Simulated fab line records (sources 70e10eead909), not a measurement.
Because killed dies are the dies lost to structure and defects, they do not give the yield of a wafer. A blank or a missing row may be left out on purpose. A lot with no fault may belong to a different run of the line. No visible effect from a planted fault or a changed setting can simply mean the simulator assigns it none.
Which tool was responsible?	flow nand-harc	11 lots with 33 wafers sampled at 5 steps, on a route of 1159 steps

## WHAT THE GAUGES SHOWED, per wafer
NHARC_END_SORT_01. Usual: killed-at-array 28, standard deviation 11; killed-at-other 0.7, standard deviation 1.1; killed-at-periphery 2.9, standard deviation 2; killed-dies 32, standard deviation 11; killed-open 3.2, standard deviation 1.8; killed-short 2.0, standard deviation 1.4.
lot	measured	on	killed-at-array	killed-at-other	killed-at-periphery	killed-dies	killed-open	killed-short	flag
L169	day 19 12:08	prober-01	7 10 7	2 0 1	1 2 3	10 12 11	3 0 1	1 0 2	
L170	day 19 19:04	prober-02	32 27 34	1 2 1	4 2 0	37 31 35	5 2 5	3 0 1	
L171	day 20 09:52	prober-01	20 22 20	0 0 0	1 3 0	21 25 20	7 4 2	0 6 1	
L175	day 21 12:28	prober-02	23 18 28	4 0 3	4 3 2	31 21 33	3 1 5	0 1 0	
L180	day 22 04:53	prober-01	31 28 30	2 1 1	2 5 4	35 34 35	3 6 4	6 5 4	
L182	day 22 14:40	prober-01	35 42 34	0 0 0	4 2 3	39 44 37	2 1 4	2 3 0	
L178	day 22 13:45	prober-02	29 24 36	2 2 4	4 3 4	35 29 44	3 3 3	2 1 1	
L184	day 23 07:37	prober-01	24 24 40	0 0 1	3 3 3	27 27 44	1 1 5	1 4 1	
L190	day 24 17:51	prober-02	14 14 14	0 0 1	3 7 7	17 21 22	2 4 2	1 3 2	
L188	day 25 10:47	prober-02	18 17 22	0 0 0	2 3 1	20 20 23	2 4 3	3 3 5	
L189	day 25 19:43	prober-02	35 31 35	0 3 1	5 6 5	40 40 41	6 5 4	1 1 2	

## EACH LOT AND THE TOOL THAT RAN IT (in order: tool; ch and the chambers of the sampled wafers; start)
lot	NHARC_A_CONTACT_ETCH_114	NHARC_A_CONTACT_ETCH_96	NHARC_A_CONTACT_ETCH_102	NHARC_A_CONTACT_STRIP_55
L169	har-cap-etch-01 ch 0,1, day 16 11:18	rie-diel-08 ch 1,2,3, day 16 13:14 or earlier	rie-diel-08 ch 0,2, day 16 13:14	rie-diel-08 ch 1,2, day 19 12:08 or earlier
L170	har-cap-etch-03 ch 1, day 16 21:41	rie-diel-08 ch 0,1,2, day 16 23:36 or earlier	rie-diel-08 ch 1,2,3, day 16 23:36	rie-diel-08 ch 0,2, day 19 19:04 or earlier
L171	har-cap-etch-03 ch 0,1, day 17 07:48	rie-diel-08 ch 0,2,3, day 17 09:43 or earlier	rie-diel-04 ch 0,2,3, day 17 09:43	rie-diel-04 ch 0,1,3, day 20 09:52 or earlier
L175	har-cap-etch-03 ch 0,1, day 18 14:00	rie-diel-04 ch 0,1, day 18 15:36	rie-diel-04 ch 0,1, day 18 16:16	rie-diel-04 ch 0,1, day 21 12:28 or earlier
L180	har-cap-etch-01 ch 0,1, day 19 04:05	rie-diel-08 ch 1,2,3, day 19 06:11 or earlier	rie-diel-06 ch 1,2,3, day 19 06:11	rie-diel-06 ch 0,2,3, day 22 04:53 or earlier
L182	har-cap-etch-02 ch 0,1, day 19 18:13	rie-diel-08 ch 0,2,3, day 19 20:25 or earlier	rie-diel-08 ch 0,1, day 19 20:25	rie-diel-08 ch 1,2, day 19 20:31
L178	har-cap-etch-03 ch 0,1, day 19 18:26	rie-diel-08 ch 1,2,3, day 19 20:44 or earlier	rie-diel-08 ch 0,2,3, day 19 20:44	rie-diel-08 ch 0,1,2, day 19 20:48
L184	har-cap-etch-02 ch 0,1, day 20 04:39	rie-diel-06 ch 0,1,2, day 20 06:41 or earlier	rie-diel-08 ch 1,2,3, day 20 06:41	rie-diel-08 ch 1,2,3, day 20 06:46
L190	har-cap-etch-03 ch 0,1, day 22 00:20	rie-diel-04 ch 1,2,3, day 22 02:16 or earlier	rie-diel-08 ch 2,3, day 22 02:16	rie-diel-08 ch 0,2,3, day 24 17:51 or earlier
L188	har-cap-etch-02 ch 0,1, day 22 15:08	rie-diel-08 ch 0,1,3, day 22 17:08 or earlier	rie-diel-08 ch 0,1,3, day 22 17:08	rie-diel-08 ch 0,2,3, day 25 10:47 or earlier
L189	har-cap-etch-02 ch 0,1, day 22 19:18	rie-diel-04 ch 0,1,3, day 22 21:13 or earlier	rie-diel-04 ch 0,2,3, day 22 21:13	rie-diel-04 ch 0,1,2, day 25 19:43 or earlier
- NHARC_A_CONTACT_ETCH_114: etches the open film in C4F8/O2/Ar, time 94 s, target depth 922 nm.
- NHARC_A_CONTACT_ETCH_96: etches the open film in C4F6/O2, target depth 20 nm, time 10 s.
- NHARC_A_CONTACT_ETCH_102: etches the open film in CF4/O2, target depth 70 nm, overetch 7 nm, time 38.5 s.
- NHARC_A_CONTACT_STRIP_55: strips in O2.

## AS READ BY THE TOOLS THEMSELVES (means over the sampled wafers that have a number; for cases with no such wafer, the mark the record gives instead)
NHARC_A_CONTACT_ETCH_114. Usual: chamber-pressure-mTorr 20.001 mTorr, standard deviation 0.019; oes-air-line-au 0.999 a.u., standard deviation 0.021.
lot	tool	chamber-pressure-mTorr (mTorr)	oes-air-line-au (a.u.)	flag
L169	har-cap-etch-01	19.983	0.995	
L170	har-cap-etch-03	19.989	1.003	
L171	har-cap-etch-03	20.003	0.996	
L175	har-cap-etch-03	20.007	0.982	
L180	har-cap-etch-01	20.011	1.000	
L182	har-cap-etch-02	20.003	1.022	
L178	har-cap-etch-03	19.986	0.970	
L184	har-cap-etch-02	20.014	1.017	
L190	har-cap-etch-03	20.003	1.012	
L188	har-cap-etch-02	20.015	0.996	
L189	har-cap-etch-02	20.007	1.000	

NHARC_A_CONTACT_ETCH_96. Usual: for bias-w, 500.2 W with a standard deviation of 1.4; for c4f6-flow-sccm, 25.02 sccm with a standard deviation of 0.074; for drypump-motor-current-A, 5.9 A with a standard deviation of 0.46; for oes-product-au, 0.971 a.u. with a standard deviation of 0.027; for rf-vpp-V, 546 V with a standard deviation of 3.4; for showerhead-plenum-p-Torr, 3.87 Torr with a standard deviation of 0.16; for throttle-valve-pct, 26.903 % with a standard deviation of 0.0088.
lot	tool	bias-w (W)	c4f6-flow-sccm (sccm)	drypump-motor-current-A (A)	oes-product-au (a.u.)	rf-vpp-V (V)	showerhead-plenum-p-Torr (Torr)	throttle-valve-pct (%)	flag
L169	rie-diel-08	498.5	24.95	5.7	0.947	545	3.91	26.907	
L170	rie-diel-08	500.5	25.03	5.8	0.943	547	3.92	26.904	
L171	rie-diel-08	500.5	24.97	5.8	0.964	546	3.89	26.896	
L175	rie-diel-04	499.2	25.02	5.6	0.967	547	3.95	26.905	
L180	rie-diel-08	502.5	25.05	5.8	1.004	546	3.90	26.912	
L182	rie-diel-08	500.6	25.03	5.8	0.956	547	3.89	26.899	
L178	rie-diel-08	500.3	25.07	5.8	1.001	546	3.90	26.896	
L184	rie-diel-06	500.3	24.94	5.8	0.989	546	3.86	26.906	
L190	rie-diel-04	500.8	25.08	5.7	1.008	548	3.99	26.902	
L188	rie-diel-08	499.1	24.99	6.2	0.966	545	3.78	26.897	
L189	rie-diel-04	501.1	25.02	5.7	0.949	547	3.94	26.891	

NHARC_A_CONTACT_ETCH_102. Usual: bias-w 100.0 W, standard deviation 0.33; cf4-flow-sccm 79.98 sccm, standard deviation 0.22; drypump-motor-current-A 5.8 A, standard deviation 0.46; oes_o_777_au 1.000 a.u., standard deviation 0.0042; oes-product-au 0.999 a.u., standard deviation 0.011; rf-vpp-V 197.4 V, standard deviation 1.5; showerhead-plenum-p-Torr 1.32 Torr, standard deviation 0.059; throttle-valve-pct 13.397 %, standard deviation 0.0091.
lot	tool	bias-w (W)	cf4-flow-sccm (sccm)	drypump-motor-current-A (A)	oes_o_777_au (a.u.)	oes-product-au (a.u.)	rf-vpp-V (V)	showerhead-plenum-p-Torr (Torr)	throttle-valve-pct (%)	flag
L169	rie-diel-08	100.2	79.99	5.4	1.001	1.003	198.6	1.37	13.381	
L170	rie-diel-08	100.0	79.79	5.7	1.003	0.998	198.6	1.33	13.393	
L171	rie-diel-04	100.3	80.22	5.8	1.001	1.005	199.5	1.38	13.400	
L175	rie-diel-04	100.0	80.09	5.6	1.001	1.006	197.7	1.34	13.396	
L180	rie-diel-06	99.8	79.88	5.9	1.003	0.994	196.1	1.29	13.398	
L182	rie-diel-08	-	-	-	-	-	-	-	-	OFF
L178	rie-diel-08	-	-	-	-	-	-	-	-	OFF
L184	rie-diel-08	-	-	-	-	-	-	-	-	OFF
L190	rie-diel-08	99.7	80.09	5.3	1.001	1.003	199.4	1.36	13.400	
L188	rie-diel-08	100.1	79.88	6.2	0.999	1.003	197.2	1.28	13.398	
L189	rie-diel-04	100.2	80.20	5.7	1.003	0.992	199.0	1.38	13.392	

NHARC_A_CONTACT_STRIP_55. Usual: drypump-motor-current-A 5.8 A, standard deviation 0.48; oes-product-au 0.999 a.u., standard deviation 0.011; rf-vpp-V 57.9 V, standard deviation 0.91; showerhead-plenum-p-Torr 3.50 Torr, standard deviation 0.15; throttle-valve-pct 17.037 %, standard deviation 0.009.
lot	tool	drypump-motor-current-A (A)	oes-product-au (a.u.)	rf-vpp-V (V)	showerhead-plenum-p-Torr (Torr)	throttle-valve-pct (%)	flag
L169	rie-diel-08	5.3	0.997	58.5	3.63	17.035	
L170	rie-diel-08	5.8	1.010	58.0	3.51	17.034	
L171	rie-diel-04	5.7	0.998	57.7	3.56	17.038	
L175	rie-diel-04	5.6	1.009	57.5	3.51	17.031	
L180	rie-diel-06	5.7	0.998	58.2	3.58	17.040	
L182	rie-diel-08	5.3	0.987	58.1	3.63	17.041	
L178	rie-diel-08	5.8	0.997	57.6	3.52	17.027	
L184	rie-diel-08	5.7	0.995	57.6	3.50	17.035	
L190	rie-diel-08	5.8	1.011	57.5	3.49	17.032	
L188	rie-diel-08	5.8	1.011	57.5	3.49	17.034	
L189	rie-diel-04	5.6	0.992	57.8	3.58	17.041	

## THE ANSWER, worked out from the rows above alone
Rule: take the mean of a lot's wafers that have a number; if it is more than 3 standard deviations from the usual mean, the lot is off. Also off: a lot with no number at a reading for which 4 or more lots have one. Where the step has rows for the other lots, those lots are counted as sound. The gauges are gone through in route order, then the tools' own readings, and for those a lot's mean is taken as printed above. At the first step where some lot is off, the reading lying furthest off is the one used; lots without a number count as furthest.
Off, at NHARC_A_CONTACT_ETCH_102 on bias-w: L182, L178, L184. Without a number there: L182, L178, L184.
A tool fits if, at that step or a process step before it, it ran every lot that is off, and no sound lot after the first of them. NHARC_A_CONTACT_ETCH_96 gives no start for some lots, so the hours and the order of its lots are those of NHARC_A_CONTACT_ETCH_102. No candidate that was tried fits.

## WHAT HAD BEEN PUT IN BY THE SIMULATOR
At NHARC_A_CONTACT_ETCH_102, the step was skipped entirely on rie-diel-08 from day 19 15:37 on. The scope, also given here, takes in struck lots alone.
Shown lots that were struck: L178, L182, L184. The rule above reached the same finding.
